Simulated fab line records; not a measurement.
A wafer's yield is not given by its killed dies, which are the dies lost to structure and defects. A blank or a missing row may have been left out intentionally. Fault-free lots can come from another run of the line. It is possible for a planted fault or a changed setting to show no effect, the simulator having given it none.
Chamber matching / flow nandHarc / cmp-02 running NHARC_P_CONTACT_CMP_24: 4 sister chambers
The step polishes, t overpolish 30 s, target thk 200 nm. 4 wafers are shown with their chamber, then 10 later ones without.

EACH WAFER AND ITS CHAMBER
wafer=L087.2; chamber=1; motorCurrentA (A)=11.9
wafer=L087.6; chamber=2; motorCurrentA (A)=11.2
wafer=L088.1; chamber=0; motorCurrentA (A)=11.8
wafer=L088.5; chamber=3; motorCurrentA (A)=12.0

WAFERS MISSING THEIR CHAMBER
wafer=L088.6; motorCurrentA (A)=11.7
wafer=L094.2; motorCurrentA (A)=13.1
wafer=L094.4; motorCurrentA (A)=11.8
wafer=L094.5; motorCurrentA (A)=12.0
wafer=L095.1; motorCurrentA (A)=12.7
wafer=L095.4; motorCurrentA (A)=10.6
wafer=L095.5; motorCurrentA (A)=10.7
wafer=L096.2; motorCurrentA (A)=11.9
wafer=L096.4; motorCurrentA (A)=11.4
wafer=L096.5; motorCurrentA (A)=11.8

EACH ONE'S CHAMBER
wafer=L088.6; from the rows above=can't be placed: 0 or 1 or 3 or 2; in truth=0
wafer=L094.2; from the rows above=can't be placed: 3 or 1 or 0 or 2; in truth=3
wafer=L094.4; from the rows above=can't be placed: 0 or 1 or 3 or 2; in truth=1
wafer=L094.5; from the rows above=can't be placed: 3 or 1 or 0 or 2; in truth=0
wafer=L095.1; from the rows above=can't be placed: 3 or 1 or 0 or 2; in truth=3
wafer=L095.4; from the rows above=can't be placed: 2 or 0 or 1 or 3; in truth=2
wafer=L095.5; from the rows above=can't be placed: 2 or 0 or 1 or 3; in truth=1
wafer=L096.2; from the rows above=can't be placed: 1 or 0 or 3 or 2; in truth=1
wafer=L096.4; from the rows above=can't be placed: 2 or 0 or 1 or 3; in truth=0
wafer=L096.5; from the rows above=can't be placed: 0 or 1 or 3 or 2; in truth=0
Correctly placed: 0 of 10. From these rows, 10 cannot be placed; in 10 the true chamber is one of the candidates. 0 placed wrongly.
How it was worked out, from the rows above alone: a wafer's distance from a chamber is the root of the sum, over the readings, of the square of ((its reading less the chamber's mean) divided by the reading's scatter). If the next closest chamber is less than 2 further off than the closest, the wafer can't be placed; otherwise it belongs to the closest. The mean given for a chamber averages the wafers shown for that chamber. The scatter: root of mean squared gap, hidden wafer to nearest shown wafer, with one shown wafer a chamber.
